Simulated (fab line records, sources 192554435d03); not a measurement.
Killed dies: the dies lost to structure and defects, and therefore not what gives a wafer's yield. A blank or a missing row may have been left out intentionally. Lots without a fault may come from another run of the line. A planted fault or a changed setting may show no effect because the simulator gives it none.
Split-lot study	flow n5-finfet	39 wafers read across 7 lots, on a route 1938 steps long

THE SPLIT ITSELF
At N5_SD_EPI_P_ETCH_16 (etches SiO2 in CHF3/O2, target depth 5 nm), the setting target-depth-a was moved away from the recipe's 50 angstrom on 12 of the 39 wafers read, by -49.0% to +35.3%. For the rest of the wafers, this setting stayed at what the recipe calls for.

The reading comes from the split's own step.

THE READING
etch.depth-nm (the simulator's own value, which no gauge read), in nm, at N5_SD_EPI_P_ETCH_16 (etches SiO2 in CHF3/O2, target depth 5 nm). The file does not state a usual value for it. Average 4.943 nm, standard deviation 0.087 nm, over the 27 wafers here run with the recipe.

wafer	tool, chamber at the split	target-depth-a as run, angstrom	against the recipe	etch.depth-nm, nm	against lot-mates on the recipe
L075.1	rie-diel-05, 2	50	recipe	4.981	-
L075.3	rie-diel-05, 3	50	recipe	5.037	-
L075.5	rie-diel-05, 1	50	recipe	5.027	-
L077.1	rie-diel-04, 2	25.49	-49.0%	2.488	-2.433
L077.2	rie-diel-04, 3	25.49	-49.0%	2.537	-2.384
L077.3	rie-diel-04, 1	50	recipe	4.787	-
L077.4	rie-diel-04, 0	50	recipe	5.019	-
L077.5	rie-diel-04, 2	25.49	-49.0%	2.496	-2.425
L077.6	rie-diel-04, 3	50	recipe	4.957	-
L078.1	rie-diel-05, 3	38.71	-22.6%	3.825	-1.058
L078.2	rie-diel-05, 0	50	recipe	4.9	-
L078.3	rie-diel-05, 2	50	recipe	4.87	-
L078.4	rie-diel-05, 1	38.71	-22.6%	3.812	-1.071
L078.5	rie-diel-05, 1	38.71	-22.6%	3.815	-1.068
L078.6	rie-diel-05, 2	50	recipe	4.879	-
L085.1	rie-diel-04, 1	27.91	-44.2%	2.698	-2.258
L085.2	rie-diel-04, 2	50	recipe	4.865	-
L085.3	rie-diel-04, 0	50	recipe	5.011	-
L085.4	rie-diel-04, 3	27.91	-44.2%	2.813	-2.143
L085.5	rie-diel-04, 3	50	recipe	4.991	-
L085.6	rie-diel-04, 0	27.91	-44.2%	2.834	-2.122
L094.1	rie-diel-04, 0	50	recipe	4.952	-
L094.2	rie-diel-04, 2	50	recipe	5.033	-
L094.3	rie-diel-04, 1	50	recipe	4.772	-
L094.4	rie-diel-04, 3	50	recipe	4.87	-
L094.5	rie-diel-04, 1	50	recipe	4.732	-
L094.6	rie-diel-04, 0	50	recipe	5.035	-
L095.1	rie-diel-05, 3	50	recipe	4.946	-
L095.2	rie-diel-05, 1	67.66	+35.3%	6.743	+1.757
L095.3	rie-diel-05, 2	67.66	+35.3%	6.636	+1.650
L095.4	rie-diel-05, 3	50	recipe	4.997	-
L095.5	rie-diel-05, 1	50	recipe	5.014	-
L095.6	rie-diel-05, 2	67.66	+35.3%	6.64	+1.654
L096.1	rie-diel-05, 1	50	recipe	5.042	-
L096.2	rie-diel-05, 2	50	recipe	4.888	-
L096.3	rie-diel-05, 3	50	recipe	4.99	-
L096.4	rie-diel-05, 3	50	recipe	4.978	-
L096.5	rie-diel-05, 2	50	recipe	4.867	-
L096.6	rie-diel-05, 1	50	recipe	5.019	-

THE FIT
A straight line over all 39 wafers: etch.depth-nm changes by +0.0493 nm for each +1% of target-depth-a; r = +1.00; the points scatter about the line by 0.078 nm.
The same after taking each lot's own level away (the mean of its wafers on the recipe; 39 wafers): +0.0487 nm for each +1%; r = +1.00; scatter 0.071 nm.
That fit puts the effect of the largest move of target-depth-a on the reading at 2.4 nm.
Across the lots, their own levels run from 4.8830 to 5.0150 nm, a range of 1.5 times the standard deviation given above.
Consequently the slope shifts little with the lot-to-lot level, the two slopes agreeing.
Check: -2.39 nm against its lot-mates is what the line predicts for one of the wafers moved furthest among these (-49.0%) when that wafer is left out of the fit. Against them it came out at -2.43 nm.

THESE WAFERS: OTHER SPLITS
Note: prior to the reading, these wafers also went through further splits. Each is held against what the fit with the lots' levels taken away leaves over:
other split on the same wafers	wafers away from the commonest value	r with etch.depth-nm (lot level and that fit taken away)
N5_FIN_SAQP_HM_DEP_03 target-thk-a	9	-0.04
N5_FIN_CUT_CUT_ETCH_26 time-s	15	+0.27

FILE'S OWN FIT
etch.depth-nm changes by +0.0488 nm for each +1% of target-depth-a, r = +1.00.
